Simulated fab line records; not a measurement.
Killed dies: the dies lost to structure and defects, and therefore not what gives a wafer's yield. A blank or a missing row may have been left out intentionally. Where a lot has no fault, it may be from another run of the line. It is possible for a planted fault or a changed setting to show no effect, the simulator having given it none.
Chamber matching    flow n5_finfet    N5_FIN_SAQP_ALD_61 on ald_sin-01 has 4 sister chambers
The step deposits SiO2, target thk 4 nm, pulse time 1 s, purge time 2 s. 4 wafers are shown with their chamber, then 12 later ones without.

EACH WAFER AND ITS CHAMBER
wafer   chamber  heater_power_outer_w (W)
L086.6  2        254
L090.2  1        280
L090.3  0        243
L090.5  3        235

WAFERS WITH NO CHAMBER GIVEN
wafer   heater_power_outer_w (W)
L091.1  235
L091.3  246
L091.6  244
L095.2  262
L095.4  256
L095.6  253
L096.1  249
L096.2  254
L096.6  246
L097.2  229
L097.3  245
L097.5  230

CHAMBER TAKEN BY EACH
wafer    from the rows above       in truth
L091.1   3                         3
L091.3   can't be placed: 0 or 2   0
L091.6   0                         0
L095.2   2                         2
L095.4   2                         2
L095.6   2                         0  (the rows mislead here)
L096.1   can't be placed: 2 or 0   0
L096.2   2                         2
L096.6   can't be placed: 0 or 2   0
L097.2   3                         3
L097.3   can't be placed: 0 or 2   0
L097.5   3                         3
Correct placement for 7 of the 12. Not placeable from these rows: 4 (in 4, the candidates include the true chamber). Placed wrongly: 1.
How it was worked out, from the rows above alone: a wafer's distance from a chamber is the root of the sum, over the readings, of the square of ((its reading less the chamber's mean) divided by the reading's scatter). The wafer belongs to the nearest chamber; if the next one is less than 2 further off, it can't be placed. A chamber's mean is the mean of its shown wafers. The scatter: with one shown wafer a chamber, the root of the mean of the squares of how far each hidden wafer lies from its nearest shown one.
